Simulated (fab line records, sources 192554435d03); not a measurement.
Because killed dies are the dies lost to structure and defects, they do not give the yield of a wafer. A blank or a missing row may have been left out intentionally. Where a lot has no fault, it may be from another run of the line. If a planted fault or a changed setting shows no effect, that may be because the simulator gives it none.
Chamber matching | flow n5-finfet | ald-sin-03 running N5_BEOL_M4_ALD_98: 4 sister chambers
The step deposits SiO2, target thk 2.5 nm, pulse time 1 s, co reactant pulse time 1 s. 4 wafers are shown with their chamber, then 9 later ones without.

## EACH WAFER AND ITS CHAMBER
wafer  | chamber | heater-power-w (W)
L081.6 | 2       | 77
L087.3 | 1       | 98
L087.5 | 3       | 66
L087.6 | 0       | 78

## WAFERS WITH NO CHAMBER GIVEN
wafer  | heater-power-w (W)
L090.1 | 79
L090.3 | 94
L090.5 | 68
L092.1 | 78
L092.2 | 93
L092.4 | 66
L096.4 | 79
L096.5 | 78
L096.6 | 69

## WHICH CHAMBER EACH ONE RAN IN
wafer  | from the rows above     | in truth
L090.1 | can't be placed: 0 or 2 | 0
L090.3 | 1                       | 1
L090.5 | 3                       | 3
L092.1 | can't be placed: 0 or 2 | 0
L092.2 | 1                       | 1
L092.4 | 3                       | 3
L096.4 | can't be placed: 0 or 2 | 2
L096.5 | can't be placed: 0 or 2 | 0
L096.6 | 3                       | 3
5 of 9 placed correctly. From these rows, 4 cannot be placed; in 4 the true chamber is one of the candidates. Placed wrongly: 0.
How it was worked out, from the rows above alone: a wafer's distance from a chamber is the root of the sum, over the readings, of the square of ((its reading less the chamber's mean) divided by the reading's scatter). The wafer belongs to the nearest chamber; if the next one is less than 2 further off, it can't be placed. The mean given for a chamber averages the wafers shown for that chamber. The scatter: with one shown wafer a chamber, the root of the mean of the squares of how far each hidden wafer lies from its nearest shown one.
